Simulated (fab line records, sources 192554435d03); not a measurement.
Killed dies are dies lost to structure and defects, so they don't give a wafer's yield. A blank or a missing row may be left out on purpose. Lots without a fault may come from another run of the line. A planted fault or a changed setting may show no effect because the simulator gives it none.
Chamber matching | flow n5_finfet | N5_BEOL_M14_ILD_DEP_00 on pecvd-04: 3 sister chambers
The step deposits SiO2 from TEOS/O2, target thk 1119.3 nm, time 237.4 s. 24 wafers are shown with their chamber, then 12 later ones without.

WAFERS WITH THEIR CHAMBER
wafer  | chamber | showerhead_plenum_p_Torr (Torr) | throttle_valve_pct (%) | heater_power_w (W)
L074.4 | 2       | 8.35                            | 17.2                   | 411
L074.5 | 0       | 8.35                            | 17.5                   | 344
L074.6 | 1       | 8.29                            | 18.2                   | 385
L076.3 | 0       | 8.33                            | 17.6                   | 474
L076.4 | 1       | 8.27                            | 18.3                   | 381
L076.6 | 0       | 8.33                            | 17.6                   | 347
L079.1 | 0       | 8.35                            | 17.7                   | 434
L079.2 | 2       | 8.38                            | 17.4                   | 478
L079.3 | 1       | 8.29                            | 17.8                   | 390
L079.4 | 2       | 8.39                            | 17.5                   | 528
L079.5 | 0       | 8.34                            | 17.7                   | 469
L079.6 | 1       | 8.30                            | 18.3                   | 456
L081.2 | 2       | 8.38                            | 17.4                   | 518
L081.3 | 1       | 8.27                            | 18.0                   | 410
L081.6 | 0       | 8.36                            | 17.3                   | 346
L082.1 | 1       | 8.30                            | 18.1                   | 483
L082.4 | 0       | 8.36                            | 17.7                   | 457
L082.5 | 2       | 8.37                            | 17.1                   | 551
L085.1 | 0       | 8.36                            | 17.8                   | 446
L085.4 | 1       | 8.29                            | 18.2                   | 520
L085.5 | 2       | 8.37                            | 17.4                   | 398
L091.3 | 1       | 8.28                            | 17.8                   | 517
L091.4 | 1       | 8.30                            | 18.1                   | 392
L091.5 | 0       | 8.35                            | 17.5                   | 344

SIGNATURES (means of the wafers above)
reading                  | chamber 0 | chamber 1 | chamber 2 | scatter within a chamber
showerhead_plenum_p_Torr | 8.3478    | 8.2878    | 8.3733    | 0.0124
throttle_valve_pct       | 17.600    | 18.089    | 17.333    | 0.167
heater_power_w           | 406.78    | 437.11    | 480.67    | 59.8
Rule: a wafer's distance from a chamber is the root of the sum, over the readings, of the square of ((its reading less the chamber's mean) divided by the reading's scatter). The wafer belongs to the nearest chamber; if the next one is less than 2 further off, it can't be placed. The scatter: the root of (the sum of the squares of (reading less its chamber's mean) over the shown wafers, divided by (wafers less chambers)).

WAFERS WITHOUT THEIR CHAMBER
wafer  | showerhead_plenum_p_Torr (Torr) | throttle_valve_pct (%) | heater_power_w (W)
L092.1 | 8.28                            | 17.9                   | 518
L092.2 | 8.35                            | 17.6                   | 430
L092.3 | 8.33                            | 17.8                   | 423
L092.4 | 8.29                            | 18.2                   | 387
L092.5 | 8.38                            | 17.4                   | 499
L092.6 | 8.36                            | 17.6                   | 451
L093.1 | 8.30                            | 18.2                   | 392
L093.4 | 8.36                            | 17.7                   | 457
L093.5 | 8.37                            | 17.1                   | 398
L095.2 | 8.35                            | 17.4                   | 444
L095.3 | 8.30                            | 18.1                   | 507
L095.6 | 8.37                            | 17.8                   | 467

WHICH CHAMBER EACH WENT THROUGH
wafer  | from the rows above     | in truth
L092.1 | 1                       | 1
L092.2 | 0                       | 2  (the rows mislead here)
L092.3 | can't be placed: 0 or 1 | 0
L092.4 | 1                       | 1
L092.5 | 2                       | 2
L092.6 | can't be placed: 0 or 2 | 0
L093.1 | 1                       | 1
L093.4 | can't be placed: 0 or 2 | 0
L093.5 | can't be placed: 2 or 0 | 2
L095.2 | can't be placed: 0 or 2 | 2
L095.3 | 1                       | 1
L095.6 | can't be placed: 0 or 2 | 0
Placed correctly: 5 of 12. Can't be placed from these rows: 6 (the true chamber is among the candidates in 6). Placed wrongly: 1.
